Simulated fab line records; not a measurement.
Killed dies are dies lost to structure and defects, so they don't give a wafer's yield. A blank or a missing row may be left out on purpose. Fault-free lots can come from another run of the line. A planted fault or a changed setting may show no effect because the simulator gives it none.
Matching of chambers | flow nand-harc | ald-hk-03 running NHARC_A_CHANNEL_FILL_D2_ALD_16: 4 sister chambers
The step deposits SiO2, target thk 1.5 nm, pulse time 10 s, ald cycles 15. 4 wafers are shown with their chamber, then 8 later ones without.

WAFERS PAIRED WITH THEIR CHAMBERS
wafer  | chamber | heater-power-w (W)
L085.1 | 3       | 410
L085.2 | 2       | 482
L085.4 | 0       | 417
L087.1 | 1       | 530

WAFERS WITHOUT THEIR CHAMBER
wafer  | heater-power-w (W)
L087.4 | 477
L087.6 | 472
L090.2 | 469
L090.3 | 419
L090.6 | 427
L096.2 | 420
L096.3 | 530
L096.4 | 479

WHICH CHAMBER EACH ONE RAN IN
wafer  | from the rows above     | in truth
L087.4 | 2                       | 2
L087.6 | 2                       | 2
L090.2 | 2                       | 2
L090.3 | can't be placed: 0 or 3 | 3
L090.6 | can't be placed: 0 or 3 | 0
L096.2 | can't be placed: 0 or 3 | 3
L096.3 | 1                       | 1
L096.4 | 2                       | 2
5 of 8 placed correctly. Cannot be placed on the basis of these rows: 3; the candidates contain the true chamber in 3. Number placed wrongly: 0.
How it was worked out, from the rows above alone: a wafer's distance from a chamber is the root of the sum, over the readings, of the square of ((its reading less the chamber's mean) divided by the reading's scatter). The wafer belongs to the nearest chamber; if the next one is less than 2 further off, it can't be placed. A chamber's mean is the mean of its shown wafers. The scatter (one wafer shown for each chamber): square how far every hidden wafer sits from the nearest shown wafer, average those squares and take the square root.
